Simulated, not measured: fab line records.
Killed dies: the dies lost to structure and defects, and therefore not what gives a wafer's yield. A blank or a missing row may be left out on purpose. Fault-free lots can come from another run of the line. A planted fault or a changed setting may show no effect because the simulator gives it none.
Commonality check across tools || flow nand harc || 3 lots, 9 wafers sampled

## WHAT PROMPTED THE OPENING
On 3 of the 3 lots, a flag is raised at NHARC_END_SORT_01 on the reading killed at array. Fault-free wafers read 62, with a standard deviation of 15.
Rule: a lot gets a flag if all its wafers with a number sit over 4 standard deviations from that mean, or if no wafer of it has a number. The rest of the lots are taken to be sound.

{"lot": "L274", "measured": "day 28 07:16", "on": "prober-01", "killed at array, wafer by wafer": "677 674 675", "flag": "FLAGGED"}
{"lot": "L275", "measured": "day 28 12:23", "on": "prober-02", "killed at array, wafer by wafer": "674 670 670", "flag": "FLAGGED"}
{"lot": "L278", "measured": "day 29 03:23", "on": "prober-02", "killed at array, wafer by wafer": "665 672 672", "flag": "FLAGGED"}
Average over the flagged lots: 672; offset from the usual +610, equal to +41 standard deviations.

## LOT BY LOT: THE TOOL USED
Before the reading, the record contains 4 process steps out of a 1302-step route. Each cell gives the tool, then ch followed by the chambers the sampled wafers passed through, then the start.
{"lot": "L274", "flag": "FLAGGED", "NHARC_A_CONTACT_DEP_57": "acl dep-03 ch 0, day 25 13:36", "NHARC_A_CONTACT_DESCUM_74": "rie diel-01 ch 0,2,3, day 25 17:44", "NHARC_A_CONTACT_ETCH_77": "rie diel-01 ch 2,3, day 25 18:20", "NHARC_A_CONTACT_ETCH_130": "har cap etch-03 ch 0,1, day 25 20:50"}
{"lot": "L275", "flag": "FLAGGED", "NHARC_A_CONTACT_DEP_57": "acl dep-03 ch 0, day 25 20:11", "NHARC_A_CONTACT_DESCUM_74": "rie diel-01 ch 0,1,2, day 25 23:50", "NHARC_A_CONTACT_ETCH_77": "rie diel-01 ch 1,2,3, day 26 00:21", "NHARC_A_CONTACT_ETCH_130": "har cap etch-02 ch 0,1, day 26 02:29"}
{"lot": "L278", "flag": "FLAGGED", "NHARC_A_CONTACT_DEP_57": "acl dep-02 ch 0, day 26 09:31", "NHARC_A_CONTACT_DESCUM_74": "rie diel-05 ch 0,2,3, day 26 13:07", "NHARC_A_CONTACT_ETCH_77": "rie diel-05 ch 0,2,3, day 26 13:43", "NHARC_A_CONTACT_ETCH_130": "har cap etch-01 ch 0,1, day 26 16:11"}
What these steps do:
- NHARC_A_CONTACT_DEP_57: deposits aC, target thk 5300 nm.
- NHARC_A_CONTACT_DESCUM_74: chemistry O2, time 3 s.
- NHARC_A_CONTACT_ETCH_77: etches the open film in CF4/CHF3, target depth 108.9 nm, time 54.5 s.
- NHARC_A_CONTACT_ETCH_130: etches the open film in C4F8/O2/Ar, time 197 s, target depth 1918 nm.
- NHARC_END_SORT_01

## FLAGGED OVER TOTAL, TOOL BY TOOL (the gauges that took the reading come last)
{"step": "NHARC_A_CONTACT_DEP_57", "tool": "acl dep-02", "lots run": 1, "flagged": 1, "share of the flagged lots": "some", "sound lots run after its first flagged lot": 0}
{"step": "NHARC_A_CONTACT_DEP_57", "tool": "acl dep-03", "lots run": 2, "flagged": 2, "share of the flagged lots": "some", "sound lots run after its first flagged lot": 0}
{"step": "NHARC_A_CONTACT_DESCUM_74", "tool": "rie diel-01", "lots run": 2, "flagged": 2, "share of the flagged lots": "some", "sound lots run after its first flagged lot": 0}
{"step": "NHARC_A_CONTACT_DESCUM_74", "tool": "rie diel-05", "lots run": 1, "flagged": 1, "share of the flagged lots": "some", "sound lots run after its first flagged lot": 0}
{"step": "NHARC_A_CONTACT_ETCH_77", "tool": "rie diel-01", "lots run": 2, "flagged": 2, "share of the flagged lots": "some", "sound lots run after its first flagged lot": 0}
{"step": "NHARC_A_CONTACT_ETCH_77", "tool": "rie diel-05", "lots run": 1, "flagged": 1, "share of the flagged lots": "some", "sound lots run after its first flagged lot": 0}
{"step": "NHARC_A_CONTACT_ETCH_130", "tool": "har cap etch-01", "lots run": 1, "flagged": 1, "share of the flagged lots": "some", "sound lots run after its first flagged lot": 0}
{"step": "NHARC_A_CONTACT_ETCH_130", "tool": "har cap etch-02", "lots run": 1, "flagged": 1, "share of the flagged lots": "some", "sound lots run after its first flagged lot": 0}
{"step": "NHARC_A_CONTACT_ETCH_130", "tool": "har cap etch-03", "lots run": 1, "flagged": 1, "share of the flagged lots": "some", "sound lots run after its first flagged lot": 0}
{"step": "NHARC_END_SORT_01", "tool": "prober-01", "lots run": 1, "flagged": 1, "share of the flagged lots": "some", "sound lots run after its first flagged lot": 0}
{"step": "NHARC_END_SORT_01", "tool": "prober-02", "lots run": 2, "flagged": 2, "share of the flagged lots": "some", "sound lots run after its first flagged lot": 0}

## WHAT IS ALLOWED BY THE TABLE
No row of the table ran every flagged lot.

## WHAT THE SIMULATOR HAD INSERTED
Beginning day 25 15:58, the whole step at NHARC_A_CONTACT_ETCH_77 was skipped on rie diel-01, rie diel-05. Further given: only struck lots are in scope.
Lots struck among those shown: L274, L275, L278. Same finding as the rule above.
